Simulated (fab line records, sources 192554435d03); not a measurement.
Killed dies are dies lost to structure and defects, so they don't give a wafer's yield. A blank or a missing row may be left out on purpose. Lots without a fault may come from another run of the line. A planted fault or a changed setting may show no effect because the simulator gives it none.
Chamber matching | flow n5_finfet | N5_BEOL_M2_ETCHBACK_99 on rie_diel-05: 4 sister chambers
The step etches SiO2 in CHF3, target depth 5 nm, time 10.4 s. 16 wafers are shown with their chamber, then 8 later ones without.

WAFERS WITH THEIR CHAMBER
wafer  | chamber | drypump_motor_current_A (A) | showerhead_plenum_p_Torr (Torr) | throttle_valve_pct (%)
L074.1 | 3       | 5.0                         | 2.30                            | 16.89
L074.4 | 2       | 5.6                         | 2.09                            | 17.22
L074.5 | 0       | 5.5                         | 2.11                            | 16.77
L077.1 | 1       | 6.1                         | 2.19                            | 16.69
L077.2 | 3       | 5.0                         | 2.29                            | 16.90
L077.5 | 2       | 5.6                         | 2.09                            | 17.23
L079.3 | 0       | 5.5                         | 2.11                            | 16.79
L079.4 | 2       | 5.6                         | 2.09                            | 17.24
L079.6 | 1       | 6.1                         | 2.19                            | 16.70
L083.1 | 0       | 5.5                         | 2.10                            | 16.81
L083.2 | 2       | 5.7                         | 2.09                            | 17.24
L083.3 | 3       | 5.0                         | 2.29                            | 16.93
L088.1 | 0       | 5.5                         | 2.10                            | 16.83
L088.4 | 2       | 5.6                         | 2.08                            | 17.27
L088.6 | 3       | 5.0                         | 2.28                            | 16.95
L090.1 | 3       | 5.0                         | 2.28                            | 16.95

SIGNATURES (means of the wafers above)
reading                  | chamber 0 | chamber 1 | chamber 2 | chamber 3 | scatter within a chamber
drypump_motor_current_A  | 5.500     | 6.100     | 5.620     | 5.000     | 0.0258
showerhead_plenum_p_Torr | 2.1050    | 2.1900    | 2.0880    | 2.2880    | 0.00619
throttle_valve_pct       | 16.8000   | 16.6950   | 17.2400   | 16.9240   | 0.0234
Rule: a wafer's distance from a chamber is the root of the sum, over the readings, of the square of ((its reading less the chamber's mean) divided by the reading's scatter). The wafer belongs to the nearest chamber; if the next one is less than 2 further off, it can't be placed. The scatter: the root of (the sum of the squares of (reading less its chamber's mean) over the shown wafers, divided by (wafers less chambers)).

WAFERS WITHOUT THEIR CHAMBER
wafer  | drypump_motor_current_A (A) | showerhead_plenum_p_Torr (Torr) | throttle_valve_pct (%)
L090.3 | 5.6                         | 2.08                            | 17.28
L090.4 | 6.1                         | 2.18                            | 16.72
L096.1 | 5.5                         | 2.09                            | 16.87
L096.4 | 5.0                         | 2.28                            | 16.97
L096.5 | 6.1                         | 2.18                            | 16.77
L097.1 | 5.5                         | 2.09                            | 16.85
L097.3 | 5.7                         | 2.07                            | 17.33
L097.5 | 6.1                         | 2.17                            | 16.78

WHICH CHAMBER EACH WENT THROUGH
wafer  | from the rows above | in truth
L090.3 | 2                   | 2
L090.4 | 1                   | 1
L096.1 | 0                   | 0
L096.4 | 3                   | 3
L096.5 | 1                   | 1
L097.1 | 0                   | 0
L097.3 | 2                   | 2
L097.5 | 1                   | 1
Placed correctly: 8 of 8. Can't be placed from these rows: 0. Placed wrongly: 0.
